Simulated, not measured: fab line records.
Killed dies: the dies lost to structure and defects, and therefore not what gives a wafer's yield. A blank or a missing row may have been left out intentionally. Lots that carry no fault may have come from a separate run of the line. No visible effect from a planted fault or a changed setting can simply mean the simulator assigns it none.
fab line records | flow nand-harc
[record] lots = 6 wafers = 18 last-day = 33
route steps=1302 shown P_CONTACT@246 P_M0@253 END@1302
lots that met no fault: from a run of the same line without faults
start-h: start of the lot's first displayed wafer, in hours after the record's first day | wait-h: hours since the lot's step before | " the same as in the row above | L1.1+2: several wafers, shown together as one row | - either no value or no given start | * or withheld: withheld | < > ~ a bound
route shown NAME@n: names a module that has steps shown in the file, with the first one's number in the route | usual: average and standard deviation across the fault-free wafers | same: alike in all rows | chamber/n: place in a boat | sites: readings site by site | _std_site: their standard deviation | _edge_site: the outer-site mean with the inner-site mean subtracted | radius-mm: for every site, how far away it sits from the centre of the wafer | mask NAME#n: copy n | behind: the most recent tool/chamber to have shaped the wafer | hold: the reason the lot was held/the length of the hold in hours/how it ended | device: names the non-switching transistor (n, p or np) | end of line: the same wafers' tests at the end of the route | where a step has no rows: the recipe by itself | killed: count of dies lost to structure and defects at first sort (not the wafer's yield) | map: a wafer's dies, marking killed ones x, the rest . and places with no die _
set.NAME: the setting as run; set.NAME@STEP: as run at that earlier step | model.NAME: the simulator's own value behind a step, which no gauge read
lots seen at some steps along the route; tables by step, rows by wafer
services: a tool's chamber out of use, with start hour (start-h, from the record's first day; less than 0 if before it), hours out, and reason
[[steps]]
[step NHARC_P_CONTACT_PVD_32]
[recipe] target-thk-a = 50 chamber-pressure-pa = 5 power-w = 5000 substrate-temp-c = 200 time-s = 17.7 material = Ti
[usual] throttle-valve-pct = 29.9/1.3
// columns lot.wafer tool chamber start-h wait-h throttle-valve-pct
L430.4 pvd-sputter-01 - - - 31.6
L430.3 " - " " 28.8
L430.1 " - " " 31.2
L432.3 pvd-sputter-02 - - - 32.3
L432.1 " - " " 31.0
L432.5 " - " " 32.3
L436.4 pvd-sputter-01 - - - 29.1
L436.1 " - " " 31.8
L436.5 " - " " 31.2
L438.4 pvd-sputter-03 - - - 29.9
L438.1 " - " " 30.4
L438.5 " - " " 29.6
L444.1 pvd-sputter-03 - - - 30.7
L444.2 " - " " 29.9
L444.6 " - " " 30.7
L443.2 pvd-sputter-02 - - - 31.6
L443.3 " - " " 27.3
L443.6 " - " " 31.4
[step NHARC_P_CONTACT_ALD_22]
[recipe] target-thk-a = 30 pulse-time-s = 1 ald-cycles = 150 temp-c = 450 material = TiN
[usual] heater-power-w = 1044/84 precursor-pulse-height-rel = 0.997/0.021
// columns lot.wafer tool chamber start-h wait-h heater-power-w precursor-pulse-height-rel
L430.3 ald-metal-02 1 195.25 - 1048 1.006
L430.1 " 2 " " 1014 0.998
L430.4 " 3 " " 913 1.002
L432.1 ald-metal-03 2 222.67 - 1094 1.005
L432.3 " 1 " " 1020 0.976
L432.5 " 2 " " 1086 0.980
L436.4 ald-metal-02 0 267.40 - 1189 1.004
L436.1 " 1 " " 1035 0.986
L436.5 " 2 " " 1019 0.939
L438.4 ald-metal-01 3 286.02 - 1110 1.019
L438.1 " 1 " " 1132 0.982
L438.5 " 2 " " 1120 0.979
L444.1 ald-metal-02 3 337.82 - 894 1.015
L444.2 " 0 " " 1166 1.007
L444.6 " 2 " " 1034 1.019
L443.2 ald-metal-03 1 338.71 - 1052 0.985
L443.3 " 0 " " 876 0.983
L443.6 " 1 " " 1042 0.993
[step NHARC_P_CONTACT_CVD_23]
[recipe] target-thk-a = 2000 temp-c = 300 pressure-torr = 40 wf6-flow-sccm = 40 h2-flow-sccm = 1600 ar-flow-sccm = 1560 time-s = 557 material = W
[usual] heater-power-w = 466/36 throttle-valve-pct = 8.2/0.35
// columns lot.wafer tool chamber start-h wait-h heater-power-w throttle-valve-pct
L430.1 cvd-w-02 0 - - 484 8.2
L430.4 " 1 " " 402 8.7
L430.3 " 0 " " 464 8.1
L432.1 cvd-w-01 1 - - 515 8.1
L432.3 " 0 " " 472 8.0
L432.5 " 1 " " 507 8.1
L436.1 cvd-w-01 0 - - 475 7.8
L436.4 " 0 " " 464 8.1
L436.5 " 0 " " 453 8.2
L438.1 cvd-w-02 0 - - 465 8.5
L438.4 " 0 " " 462 8.2
L438.5 " 0 " " 466 8.1
L444.2 cvd-w-02 0 - - 467 8.2
L444.1 " 1 " " 411 8.8
L444.6 " 0 " " 481 8.4
L443.2 cvd-w-01 0 - - 481 7.9
L443.3 " 0 " " 466 8.0
L443.6 " 0 " " 468 7.9
[step NHARC_P_CONTACT_CMP_24]
[recipe] t-overpolish-s = 30 target-thk-nm = 200
[usual] motor-current-A = 12.0/0.77 overpolish-run-s = 30.001/0.01 slurry-filter-dp-kPa = 13.49/0.14 time-to-endpoint-s = 39.6/2.6
// columns lot.wafer tool chamber start-h wait-h motor-current-A overpolish-run-s slurry-filter-dp-kPa time-to-endpoint-s
L430.4 cmp-03 1 196.54 0.4 13.3 29.999 13.48 39.4
L430.1 " 2 " " 10.8 29.996 13.13 36.8
L430.3 " 3 " " 12.6 29.994 13.48 42.3
L432.3 cmp-01 0 223.52 0.4 12.4 29.986 13.24 37.4
L432.1 " 2 " " 11.8 30.011 13.58 40.5
L432.5 " 0 " " 13.4 30.010 13.28 40.4
L436.1 cmp-01 3 268.25 0.6 11.5 30.022 13.55 43.4
L436.4 " 1 " " 11.9 29.986 13.49 41.8
L436.5 " 3 " " 11.6 30.002 13.41 41.0
L438.4 cmp-02 3 287.41 0.5 12.9 29.999 13.50 34.0
L438.1 " 0 " " 11.4 30.023 13.53 37.3
L438.5 " 3 " " 12.7 30.001 13.54 33.7
L444.1 cmp-02 2 338.71 0.5 12.1 30.022 13.57 34.6
L444.2 " 1 " " 10.8 30.001 13.27 36.5
L444.6 " 3 " " 12.6 29.991 13.32 35.0
L443.2 cmp-01 1 339.63 0.6 11.6 30.007 13.56 37.3
L443.3 " 2 " " 11.8 30.016 13.38 40.0
L443.6 " 3 " " 11.0 29.992 13.42 39.4
[step NHARC_P_CONTACT_SRD_26]
[step NHARC_P_CONTACT_INSPECT_27]
[usual] raw-defect-count = 298/120
// columns lot.wafer tool chamber start-h wait-h raw-defect-count
L430.1 defect-inspect-01 - 196.95 0.1 435
L430.3 " - " " 304
L430.4 " - " " 614
L432.1 defect-inspect-01 - 223.92 0.1 154
L432.3 " - " " 212
L432.5 " - " " 198
L436.1 defect-inspect-02 - 268.63 0.1 164
L436.4 " - " " 164
L436.5 " - " " 283
L438.1 defect-inspect-01 - 287.79 0.1 326
L438.4 " - " " 515
L438.5 " - " " 219
L444.1 defect-inspect-01 - 339.12 0.1 494
L444.2 " - " " 239
L444.6 " - " " 360
L443.2 defect-inspect-01 - 339.98 0.1 100
L443.3 " - " " 259
L443.6 " - " " 132
[step NHARC_P_M0_DEP_00]
[recipe] target-thk-a = 1500 target-thk-nm = 150 temp-c = withheld pressure-torr = 5 flow-sccm = 200 rf-w = 600 material = SiOC
[step NHARC_P_M0_DEHYDRATE_01]
[recipe] temp-c = 150 time-s = 120
[step NHARC_P_M0_HMDS_02]
[recipe] time-s = 30
[step NHARC_P_M0_COAT_33]
[recipe] temp-c = 200 time-s = 65
[step NHARC_P_M0_COAT_03]
[recipe] spin-rpm = 1500 resist-thk-nm = 90
[step NHARC_P_M0_SOFTBAKE_04]
[recipe] temp-c = 105 time-s = 55
[usual] heater-power-total-W = 188.44/0.12 resist-line-temp-C = 22.98/0.099
// columns lot.wafer tool chamber start-h wait-h heater-power-total-W resist-line-temp-C
L430.1 litho-track-04 0 197 - 188.38 23.13
L430.3 " 0 " " 188.36 23.02
L430.4 " 0 " " 188.47 23.09
L432.1 litho-track-01 0 224 - 188.44 22.82
L432.3 " 0 " " 188.42 22.95
L432.5 " 0 " " 188.44 23.12
L436.1 litho-track-01 0 269 - 182.62 23.15
L436.4 " 0 " " 182.56 22.86
L436.5 " 0 " " 182.45 23.02
L438.1 litho-track-01 0 288 - 182.50 22.88
L438.4 " 0 " " 182.51 23.00
L438.5 " 0 " " 182.57 22.93
L444.1 litho-track-04 0 339 - 188.59 22.83
L444.2 " 0 " " 188.43 22.90
L444.6 " 0 " " 188.39 23.09
L443.2 litho-track-06 0 340 - 188.72 22.94
L443.3 " 0 " " 188.42 23.00
L443.6 " 0 " " 188.30 23.14
[step NHARC_P_M0_EBR_05]
[step NHARC_END_SORT_01]
[recipe] temp-c = 25
[usual] defect-limited-yield = 91.6/2.6 killed-at-array = 52/17 killed-at-other = 0.8/1.1 killed-at-periphery = 3.2/2.2 killed-dies = 57/17 killed-open = 3.4/1.8 killed-short = 2.4/1.6 sort_bin_2_pct = 2.9/1.1 sort_bin_3_pct = 0.6/0.38 sort_bin_4_pct = 4.8/1.5 sort-n-pass = 620/17 sort-rim-yield-pct = 92/4.9 sort-yield-pct = 91.6/2.6
[same] gross-dies = 677 sort_bin_5_pct[%] = 0 sort_bin_6_pct[%] = 0 sort_bin_7_pct[%] = 0 sort_bin_8_pct[%] = 0 sort-rim-n-gross = 106.00
// columns lot.wafer tool chamber start-h wait-h defect-limited-yield[%] killed-at-array killed-at-other killed-at-periphery killed-dies killed-open killed-short sort_bin_2_pct[%] sort_bin_3_pct[%] sort_bin_4_pct[%] sort-n-pass sort-rim-yield-pct[%] sort-yield-pct[%]
L430.1 prober-01 0 637.05 2.5 88.5 78 0 0 78 1 4 4.0 0.6 6.9 599 98 88.5
L430.3 prober-01 0 638.62 3.1 89.5 71 0 0 71 3 3 3.8 1.9 4.7 606 95 89.5
L430.4 prober-01 0 639.41 3.4 91.4 56 0 2 58 2 4 3.2 1.2 4.1 619 84 91.4
L438.1 prober-02 0 710.13 2.5 91.7 47 0 9 56 6 3 2.1 0.3 5.9 621 82 91.7
L438.4 prober-02 0 712.53 3.4 93.1 43 0 4 47 3 3 2.4 0.9 3.7 630 92 93.1
L438.5 prober-02 0 713.33 3.7 92.0 51 1 2 54 5 5 3.2 0.4 4.3 623 97 92.0
// killed by level:class
L430.1 A_SLIT:chamber-film-flake=35 A_CHANNEL_HOLE_D1:chamber-film-flake=25 A_CHANNEL_HOLE_D2:chamber-film-flake=9 A_CONTACT:chamber-film-flake=3 A_CHANNEL_HOLE_D1:geometric-particle:short=1 A_CHANNEL_FILL_D2:geometric-particle:short=1 A_WL_FILL:geometric-particle:short=1 A_WL_FILL:geometric-particle:open=1
L430.3 A_CHANNEL_HOLE_D1:chamber-film-flake=33 A_SLIT:chamber-film-flake=21 A_CHANNEL_HOLE_D2:chamber-film-flake=7 A_ONON_D1:geometric-particle:open=2 A_ONON_D1:geometric-particle:short=1 A_CHANNEL_FILL_D2:geometric-particle:short=1 A_WL_FILL:geometric-particle:short=1 A_BLC:geometric-particle:open=1
L430.4 A_CHANNEL_HOLE_D1:chamber-film-flake=21 A_SLIT:chamber-film-flake=21 A_CHANNEL_HOLE_D2:chamber-film-flake=7 A_CONTACT:chamber-film-flake=2 P_M0:geometric-particle:short=1 A_CHANNEL_HOLE_D1:geometric-particle:short=1 A_DECK1_JOINT:geometric-particle:short=1 A_CHANNEL_FILL_D2:geometric-particle:short=1
L438.1 A_CHANNEL_HOLE_D1:chamber-film-flake=26 A_CONTACT:chamber-film-flake=5 P_CONTACT:chamber-film-flake=4 A_STAIRCASE:chamber-film-flake=3 A_SLIT:chamber-film-flake=3 A_ONON_D2:geometric-particle:short=2 A_BLC:chamber-film-flake=2 P_GATE:geometric-particle:short=1
L438.4 A_CHANNEL_HOLE_D1:chamber-film-flake=21 A_CONTACT:chamber-film-flake=8 P_STI:chamber-film-flake=3 A_WL_FILL:chamber-film-flake=3 A_CHANNEL_FILL_D1:chamber-film-flake=2 A_ONON_D2:geometric-particle:open=1 A_CHANNEL_HOLE_D2:geometric-particle:short=1 A_SGD_CUT:geometric-particle:short=1
L438.5 A_CHANNEL_HOLE_D1:chamber-film-flake=32 A_CONTACT:chamber-film-flake=3 A_SGD_CUT:geometric-particle:short=2 A_STAIRCASE:chamber-film-flake=2 A_SLIT:chamber-film-flake=2 A_WL_FILL:chamber-film-flake=2 P_CONTACT:geometric-particle:open=1 A_DECK1_JOINT:geometric-particle:open=1
[[services]]
// columns tool chamber start-h hours kind
ald-metal-02 - 184.09 1.5 repair
cvd-w-01 - 185.00 13.0 pm
cmp-01 - 185.52 4.0 pm
litho-track-04 - 203.00 7.0 pm
cvd-w-01 1 209.30 1.7 repair
ald-metal-03 - 212.00 10.0 pm
pvd-sputter-03 - 217.20 2.5 repair
cvd-w-01 - 221.61 0.7 repair
pvd-sputter-01 - 226.00 10.0 pm
cmp-02 - 232.59 4.0 pm
cmp-01 - 236.51 0.7 repair
cmp-01 - 246.32 1.9 repair
ald-metal-02 - 254.00 10.0 pm
cvd-w-02 - 270.09 13.0 pm
ald-metal-03 1 270.86 13.9 repair
cmp-01 - 273.04 1.2 repair
pvd-sputter-02 - 276.17 1.2 repair
pvd-sputter-02 - 282.08 10.0 pm
cmp-01 - 283.52 4.0 pm
ald-metal-03 0 291.40 10.1 repair
pvd-sputter-02 - 292.59 1.7 repair
cvd-w-02 - 313.63 1.2 repair
litho-track-01 - 330.01 7.0 pm
ald-metal-02 1 333.92 29.5 repair
[[key]]
[first-sign] step = NHARC_P_M0_SOFTBAKE_04 reading = heater-power-total-W direction = down sigmas = 47 usual = * struck = *
effect none on later readings
met-at NHARC_P_M0_SOFTBAKE_04
struck-wafers L436.1,L436.4,L436.5,L438.1,L438.4,L438.5
onset-between 224 269
[fault] kind = process-parameter-drift tool = litho-track-01 chamber = - onset-h = 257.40 steps = NHARC_P_M0_SOFTBAKE_04 channel = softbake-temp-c offset = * shape = step end-h = 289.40 acts-in = * stated = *
